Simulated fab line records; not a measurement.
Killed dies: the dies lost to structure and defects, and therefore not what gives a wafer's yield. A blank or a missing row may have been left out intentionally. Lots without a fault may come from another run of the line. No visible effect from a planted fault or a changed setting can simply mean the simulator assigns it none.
Struck lot and sound lot, side by side -- flow nand-harc -- 43 out of 1302 route steps
Sound: these wafers, L791.2, L791.5, L791.6. Struck: wafers L794.3, L794.4, L794.6. The cause is given at the end.
Order at every step that has rows: each side's tool, ch and its chambers, its first start. Under that, the readings that differ: sound wafers -- struck wafers -- difference of the means -- sigmas: that difference in standard deviations of wafers without a fault.
alike: same words and numbers on both sides, and readings whose means sit less than 2 such deviations apart. not compared: any withheld reading, any reading some wafer has no value for, any bound like >300 that may hide the same value, and any number with overlapping values for which the record gives no deviation.
A row with sigmas, a row that says differs or no value, or rows on one side alone: a step with any of these is where the two part. Numbers that don't overlap but have no deviation are shown without sigmas and don't part them. A reading missing from all wafers of one side parts the sides only when that side holds two or more wafers.

NHARC_P_GATE_ALD_36: deposits SiNx, target thk 20 nm, pulse time 60 s, ald cycles 223.
  sound on ald-sin-04 ch 0,3, day 5 00:31; struck on ald-sin-03 ch 0,1,2, day 6 07:01
  alike: heater-power-outer-w, heater-power-w, precursor-pulse-height-rel
  not compared: since-wet-clean-h
then, 1 step without rows for these wafers: NHARC_P_GATE_ETCHBACK_37 (etches the open film in CHF3/O2, target depth 34.5 nm, time 17.2 s).
NHARC_P_GATE_STRIP_101: strips in O2, time 20 s.
  sound on rie-diel-13 ch 0,1,3, day 5 09:07; struck on rie-diel-13 ch 0,2,3, day 6 14:28
  alike: drypump-motor-current-A, oes-product-au, rf-vpp-V, showerhead-plenum-p-Torr, throttle-valve-pct
  not compared: rf-hours-counter-h
then, 9 steps without rows for these wafers: NHARC_P_GATE_PRECLEAN_97 (cleans in SPM, time 600 s); NHARC_P_GATE_SRD_98; NHARC_P_GATE_PRECLEAN_99 (cleans in SC1); NHARC_P_GATE_SRD_100; NHARC_P_GATE_DEHYDRATE_38 (time 120 s); NHARC_P_GATE_HMDS_39 (time 30 s); NHARC_P_GATE_COAT_40; NHARC_P_GATE_SOFTBAKE_41 (time 95 s); NHARC_P_GATE_EBR_42.
NHARC_P_GATE_EXPOSE_43: exposes mask P NSD, target cd 720 nm.
  sound on krf-scanner-01 ch 0, day 5 09:45; struck on krf-scanner-01 ch 0, day 6 15:07
reading,sound,struck,difference,sigmas
model.P_GATE.overlay-x-nm (nm),-2.881 -2.881 -2.881,-118.7 -118.7 -118.7,-115.8,
  alike: mask, exposure-dose-mJ-cm2
then, 2 steps without rows for these wafers: NHARC_P_GATE_PEB_44 (peb time 85 s); NHARC_P_GATE_DEVELOP_45 (time 70 s).
NHARC_P_GATE_CD_MEAS_46: target cd 720 nm.
  sound on cd-sem-03 ch 0, day 5 09:54; struck on cd-sem-02 ch 0, day 6 15:17
  alike: cd-nm
then, 1 step without rows for these wafers: NHARC_P_GATE_HARDBAKE_47 (time 80 s).
NHARC_P_GATE_DESCUM_48: chemistry O2, time 3 s.
  sound on rie-diel-13 ch 0,1,3, day 5 10:05; struck on rie-diel-09 ch 0,1,3, day 6 15:28
  alike: drypump-motor-current-A, oes-product-au, rf-vpp-V, showerhead-plenum-p-Torr, throttle-valve-pct
  not compared: rf-hours-counter-h
after that, 1 step had no rows for these wafers: NHARC_P_GATE_IMPLANT_49.
NHARC_P_GATE_STRIP_111: strips in N2/H2, time 250 s.
  sound on plasma-asher-02 ch 0,1, day 5 10:25; struck on plasma-asher-01 ch 0,1, day 6 15:54
  alike: drypump-motor-current-A, heater-power-w, temp-c
  not compared: rf-hours-counter-h
then, 10 steps without rows for these wafers: NHARC_P_GATE_STRIP_75 (strips in O2); NHARC_P_GATE_STRIP_50 (strips in SPM, time 900 s); NHARC_P_GATE_DEHYDRATE_51 (time 120 s); NHARC_P_GATE_HMDS_52 (time 30 s); NHARC_P_GATE_COAT_53; NHARC_P_GATE_SOFTBAKE_54 (time 95 s); NHARC_P_GATE_EBR_55; NHARC_P_GATE_EXPOSE_56 (exposes mask P PSD, target cd 720 nm); NHARC_P_GATE_PEB_57 (peb time 85 s); NHARC_P_GATE_DEVELOP_58 (time 70 s).
NHARC_P_GATE_CD_MEAS_59: target cd 720 nm.
  sound on cd-sem-03 ch 0, day 5 11:32; struck on cd-sem-02 ch 0, day 6 17:02
reading,sound,struck,difference,sigmas
cd-nm (nm),722.7 721.7 722.5,719.2 717.1 719.9,-3.6,-2
then, 1 step without rows for these wafers: NHARC_P_GATE_HARDBAKE_60 (time 80 s).
NHARC_P_GATE_DESCUM_61: chemistry O2, time 3 s.
  sound on rie-diel-09 ch 0,2,3, day 5 11:43; struck on rie-diel-09 ch 0,2, day 6 17:12
  alike: drypump-motor-current-A, oes-product-au, rf-vpp-V, showerhead-plenum-p-Torr, throttle-valve-pct
  not compared: rf-hours-counter-h
then, 9 steps without rows for these wafers: NHARC_P_GATE_IMPLANT_62; NHARC_P_GATE_STRIP_112 (strips in N2/H2, time 200 s); NHARC_P_GATE_STRIP_76 (strips in O2); NHARC_P_GATE_STRIP_63 (strips in SPM, time 900 s); NHARC_P_GATE_DEHYDRATE_83 (time 120 s); NHARC_P_GATE_HMDS_84 (time 30 s); NHARC_P_GATE_COAT_85; NHARC_P_GATE_SOFTBAKE_86 (time 95 s); NHARC_P_GATE_EBR_87.
-- break in the record here, with 19 days between the starts of the struck wafers on either side (left off in module P_GATE, picked up again in module END, where the first step shown is number 1302 on the route) --
NHARC_END_SORT_01:
  sound on prober-02 ch 0, day 24 15:51; struck on prober-01 ch 0, day 25 11:44
reading,sound,struck,difference,sigmas
killed-at-array,94 71 53,21 17 21,-53,-3
killed-at-periphery,2 0 1,186 192 173,+183,+76
killed-dies,96 71 54,208 210 194,+130,+8
  alike: killed-at-other, killed-open, killed-short

WHERE THEY PART
Earliest at NHARC_P_GATE_CD_MEAS_59; latest, in this record, at NHARC_END_SORT_01.

WHY: whatever the simulator had introduced
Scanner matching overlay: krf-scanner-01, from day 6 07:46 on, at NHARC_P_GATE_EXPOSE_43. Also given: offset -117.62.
